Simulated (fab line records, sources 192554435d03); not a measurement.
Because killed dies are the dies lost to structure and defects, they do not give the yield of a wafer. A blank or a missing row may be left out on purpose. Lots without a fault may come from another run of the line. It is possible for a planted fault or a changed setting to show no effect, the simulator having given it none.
2 desks looking at one fault    flow n5-finfet    numbers are kept per desk, each desk with only its own; the story behind them comes last

AT THE METROLOGY DESK
Means of the sampled wafers that have a number, per lot and without regard to the tool the lot ran on: this is what the gauges read. Marked OUT: a lot whose mean sits more than 4 standard deviations from the usual mean, which makes it out of limits; the brackets give that distance. Readings shown: 7 of its 10, picked as those furthest out on some lot.
Columns: A = DIBL_N at N5_BEOL_M4_RC_MEAS_101, usual 35.8 mV/V; B = DIBL_P at N5_BEOL_M4_RC_MEAS_101, usual 35.6 mV/V; C = IOFF_N at N5_BEOL_M4_RC_MEAS_101, usual 0.148 nA/um; D = IOFF_P at N5_BEOL_M4_RC_MEAS_101, usual 0.20 nA/um; E = ION_P at N5_BEOL_M4_RC_MEAS_101, usual 462 uA/um; F = SS_P at N5_BEOL_M4_RC_MEAS_101, usual 73.1 mV/dec; G = VT_P at N5_BEOL_M4_RC_MEAS_101, usual -251 mV
lot   first seen here  A     B     C      D     E    F     G
L749  day 7 15:10      33.8  35.3  0.138  0.16  454  72.8  -257
L751  day 8 00:16      35.1  35.3  0.158  0.21  468  73.0  -248
L754  day 9 04:34      37.4  36.6  0.159  0.20  463  73.6  -252
L757  day 9 12:13      35.5  34.2  0.139  0.21  465  73.0  -248
L759  day 10 05:30     35.5  34.7  0.133  0.17  453  73.0  -254
L767  day 12 03:19     36.6  36.8  0.158  0.20  461  73.3  -252
L769  day 12 19:14     37.7  35.0  0.174  0.18  452  73.6  -253
L770  day 13 02:19     38.1  40.2  0.188  0.25  466  74.1  -248
L771  day 13 18:52     36.5  35.2  0.161  0.20  468  72.3  -248
This desk found nothing out of limits on any of the 9 lots.

THE TOOL OWNER'S DESK: pecvd-02
The tool's own readings at N5_BEOL_M1_PECVD_72 (deposits SiO2 from TEOS/O2, target thk 16 nm, time 18 s): means of the sampled wafers that have a number, for each lot that ran on this tool. Marked OUT: a lot whose mean sits more than 4 standard deviations from the usual mean, which makes it out of limits; the brackets give that distance.
Columns: A = chamber-pressure-Torr at N5_BEOL_M1_PECVD_72, usual 5.500 Torr; B = heater-power-w at N5_BEOL_M1_PECVD_72, usual 714 W; C = showerhead-plenum-p-Torr at N5_BEOL_M1_PECVD_72, usual 8.80 Torr; D = throttle-valve-pct at N5_BEOL_M1_PECVD_72, usual 22.5 %
lot   first seen here  A      B    C     D
L749  day 6 01:19      5.496  719  8.80  23.1
L751  day 6 14:06      5.499  730  8.81  22.4
L754  day 7 12:54      5.503  747  8.80  22.8
L759  day 8 09:08      5.507  754  8.80  22.9
This desk found nothing out of limits on any of the 4 lots.

BROUGHT TOGETHER
At the metrology desk, nothing out of limits was observed.
The desk of the tool owner found nothing out of limits.

WHAT WAS PUT IN BY THE SIMULATOR
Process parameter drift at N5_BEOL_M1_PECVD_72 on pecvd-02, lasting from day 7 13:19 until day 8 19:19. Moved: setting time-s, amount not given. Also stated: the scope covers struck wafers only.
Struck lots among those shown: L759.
